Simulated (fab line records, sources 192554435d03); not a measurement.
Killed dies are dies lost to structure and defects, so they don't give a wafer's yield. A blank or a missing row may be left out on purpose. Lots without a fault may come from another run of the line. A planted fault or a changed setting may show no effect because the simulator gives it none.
A struck lot beside a sound one | flow n5_finfet | 15 steps out of a route of 1938
Sound: wafers L660.2, L660.3, L660.5. Struck: wafer L676.2. (L676.1 of the same lot was not struck and is left out.) The cause comes at the end.
At each step with rows: each side's tool, then ch and its chambers, then its first start. Under that, the readings that differ: sound wafers | struck wafers | difference of the means | sigmas: that difference in standard deviations of wafers without a fault.
alike: readings whose means differ by less than 2 such deviations, and words and numbers that are the same on both sides. not compared: withheld readings, readings that some wafer has no value for, bounds like >300 that may hide the same value, and numbers for which the record gives no deviation and whose values overlap.
The two part at a step that has a row with sigmas, a row that says differs or no value, or rows on one side only. Numbers that don't overlap but have no deviation are shown without sigmas and don't part them. A reading that every wafer of one side lacks parts them only if that side has two wafers or more.

first, 6 steps without rows for these wafers: N5_BEOL_M4_COAT_05 (resist thk 30 nm); N5_BEOL_M4_EBR_07; N5_BEOL_M4_SOFTBAKE_06 (time 60 s); N5_BEOL_M4_EXPOSE_08 (exposes mask M4); N5_BEOL_M4_PEB_09 (peb time 60 s); N5_BEOL_M4_DEVELOP_10 (develop time 30 s).
N5_BEOL_M4_CD_MEAS_11: target cd 16.79 nm.
  sound on cd_sem-03 ch 0, day 9 09:28; struck on cd_sem-01 ch 0, day 13 08:05
  alike: cd_nm
N5_BEOL_M4_OVL_MEAS_12:
  sound on overlay-02 ch 0, day 9 09:30; struck on overlay-01 ch 0, day 13 08:07
  alike: M4_OVL
N5_BEOL_M4_INSPECT_13: inspects for defects (brightfield).
  sound on defect_inspect-02, day 9 09:34; struck on defect_inspect-02, day 13 08:10
  reading          | sound       | struck | difference | sigmas
  raw_defect_count | 436 341 418 | 624    | +226       | +2
N5_BEOL_M4_DESCUM_16: chemistry O2, time 7 s.
  sound on rie_diel-01 ch 1,3, day 9 09:35; struck on rie_diel-03 ch 1, day 13 08:17
  alike: drypump_motor_current_A, o2_flow_sccm, oes_product_au, rf_vpp_V, showerhead_plenum_p_Torr, temp_c, throttle_valve_pct
  not compared: rf_hours_counter_h
N5_BEOL_M4_ETCH_74: etches underlayer in N2/H2, target depth 6.5 nm, time 5.2 s.
  sound on rie_diel-01 ch 1,3, day 9 09:37; struck on rie_diel-03 ch 1, day 13 08:19
  alike: bias_w, drypump_motor_current_A, etch_rf_on_time_s, oes_product_au, rf_vpp_V, showerhead_plenum_p_Torr, throttle_valve_pct
  not compared: rf_hours_counter_h
N5_BEOL_M4_ETCH_63: etches SiARC in CF4, target depth 15.6 nm, time 26 s.
  sound on rie_diel-01 ch 1,3, day 9 09:38; struck on rie_diel-03 ch 1, day 13 08:20
  reading    | sound             | struck | difference | sigmas
  bias_w (W) | 36.22 36.05 36.05 | 35.89  | -0.22      | -2
  alike: drypump_motor_current_A, etch_rf_on_time_s, oes_product_au, rf_vpp_V, showerhead_plenum_p_Torr, throttle_valve_pct
  not compared: rf_hours_counter_h
N5_BEOL_M4_ETCH_64: etches SOC in N2/H2, target depth 75 nm, overetch 22.5 nm, time 121.9 s.
  sound on rie_diel-01 ch 1,3, day 9 09:40; struck on rie_diel-03 ch 1, day 13 08:22
  reading                                    | sound   | struck | difference | sigmas
  model.SiARC_of_BEOL_M4_COAT_62.thk_nm (nm) | 6 6.2 6 | 7.2    | +1.1       |
  alike: bias_w, drypump_motor_current_A, oes_product_au, rf_vpp_V, showerhead_plenum_p_Torr, temp_c, throttle_valve_pct
  not compared: rf_hours_counter_h
then, 1 step without rows for these wafers: N5_BEOL_M4_STRIP_65 (strips in N2/H2).
N5_BEOL_M4_RC_MEAS_101:
  sound on prober-01 ch 0, day 10 13:19; struck on prober-02 ch 0, day 14 03:26
  alike: DIBL_N, DIBL_P, IOFF_N, IOFF_P, ION_N, ION_P, SS_N, SS_P, VT_N, VT_P

WHERE THEY PART
First at N5_BEOL_M4_INSPECT_13; last, within this record, at N5_BEOL_M4_ETCH_63. Later steps at which nothing parts them and some readings are alike: N5_BEOL_M4_ETCH_64, N5_BEOL_M4_RC_MEAS_101.

WHY: what the simulator had put in
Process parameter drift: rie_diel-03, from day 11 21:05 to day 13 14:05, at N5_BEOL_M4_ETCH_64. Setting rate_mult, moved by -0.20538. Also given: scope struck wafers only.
